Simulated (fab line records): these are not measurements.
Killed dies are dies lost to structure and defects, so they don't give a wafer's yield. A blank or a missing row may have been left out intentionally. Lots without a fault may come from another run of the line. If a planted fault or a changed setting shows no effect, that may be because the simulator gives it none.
Which tool did it?	flow n5 finfet	Sampling: 15 lots, 45 wafers, 3 of 1938 route steps

WHAT THE GAUGES READ, wafer by wafer
N5_BEOL_M14_OVL_MEAS_11. Usual: for V13_OVL the level is 1 nm and the standard deviation is 4.6.
lot	measured	on	V13_OVL (nm)	flag
L884	day 11 08:02	overlay-02	7 3 5	
L885	day 11 17:13	overlay-02	0 5 2	
L886	day 11 21:49	overlay-02	3 6 2	
L887	day 11 23:44	overlay-02	-7 2 -7	
L888	day 13 04:28	overlay-02	2 0 -4	
L891	day 13 20:35	overlay-02	-4 0 -2	
L892	day 13 21:48	overlay-02	4 -4 2	
L894	day 14 00:07	overlay-02	2 0 1	
L893	day 14 07:14	overlay-02	5 5 3	
L896	day 15 11:49	overlay-02	6 5 3	
L901	day 16 08:32	overlay-02	-5 -2 1	
L900	day 16 08:52	overlay-02	12 5 5	
L902	day 16 09:02	overlay-02	-3 -5 2	
L904	day 17 18:20	overlay-02	-7 -5 -4	
L905	day 17 18:47	overlay-02	-3 0 -2	

N5_BEOL_M14_INSPECT_12: inspects for defects (macro). Usual: raw defect count at 2.1, with a standard deviation of 1.5.
lot	measured	on	raw defect count	flag
L884	day 11 08:04	defect inspect-02	0 2 4	
L885	day 11 17:14	defect inspect-02	3 2 5	
L886	day 11 21:51	defect inspect-02	1 5 2	
L887	day 11 23:45	defect inspect-02	2 2 3	
L888	day 13 04:29	defect inspect-02	2 7 2	
L891	day 13 20:36	defect inspect-01	2 4 1	
L892	day 13 21:49	defect inspect-02	3 1 2	
L894	day 14 00:08	defect inspect-02	3 2 1	
L893	day 14 07:15	defect inspect-01	4 1 2	
L896	day 15 11:51	defect inspect-01	1 1 1	
L901	day 16 08:34	defect inspect-01	4 2 1	
L900	day 16 08:53	defect inspect-01	3 1 2	
L902	day 16 09:04	defect inspect-01	1 2 0	
L904	day 17 18:22	defect inspect-02	4 2 4	
L905	day 17 18:49	defect inspect-02	2 1 2	

N5_BEOL_M14_CD_MEAS_17 targets a cd of 250 nm. Usual: cd nm at 251.5 nm, with a standard deviation of 1.9.
lot	measured	on	cd nm (nm)	flag
L884	day 11 08:34	cd sem-03	255.6 254.3 254.1	
L885	day 11 17:45	cd sem-03	253.2 249.5 251.8	
L886	day 11 22:19	cd sem-03	249.8 253.7 251.8	
L887	day 12 00:13	cd sem-01	251.6 250.5 251.0	
L888	day 13 05:17	cd sem-03	252.6 247.7 249.5	
L891	day 13 21:04	cd sem-03	253.4 249.6 248.1	
L892	day 13 22:31	cd sem-03	251.9 252.6 254.4	
L894	day 14 00:37	cd sem-03	247.8 249.6 253.4	
L893	day 14 07:44	cd sem-03	254.2 254.2 251.3	
L896	day 15 12:19	cd sem-01	251.2 250.8 252.8	
L901	day 16 09:02	cd sem-03	255.4 251.8 251.1	
L900	day 16 09:21	cd sem-03	251.2 253.0 249.9	
L902	day 16 09:49	cd sem-01	250.9 254.2 249.6	
L904	day 17 18:50	cd sem-02	251.8 253.5 253.8	
L905	day 17 19:17	cd sem-02	253.4 252.5 253.8	

EACH LOT AND THE TOOL THAT RAN IT (in order: tool; ch and the chambers of the sampled wafers; start)
Record: no process step prior to these readings.

WHAT THE TOOLS THEMSELVES READ (means of the sampled wafers that have a number; where no wafer has one, the mark that the record gives instead)
The record holds no such reading with a usual standard deviation.

THE ANSWER, worked out from the rows above alone
Rule: lot off if the mean of its wafers having a number is beyond 3 standard deviations from the usual mean. Also off: a lot with no number at a reading for which 4 or more lots have one. Where the step has rows for the other lots, those lots are counted as sound. The gauges are gone through in route order, then the tools' own readings, and for those a lot's mean is taken as printed above. The first step at which some lot is off is used, and at that step the reading that is off furthest; a lot without a number counts as furthest.
Nothing can be told from this: no lot is off at any reading shown.

WHAT THE SIMULATOR HAD PUT IN
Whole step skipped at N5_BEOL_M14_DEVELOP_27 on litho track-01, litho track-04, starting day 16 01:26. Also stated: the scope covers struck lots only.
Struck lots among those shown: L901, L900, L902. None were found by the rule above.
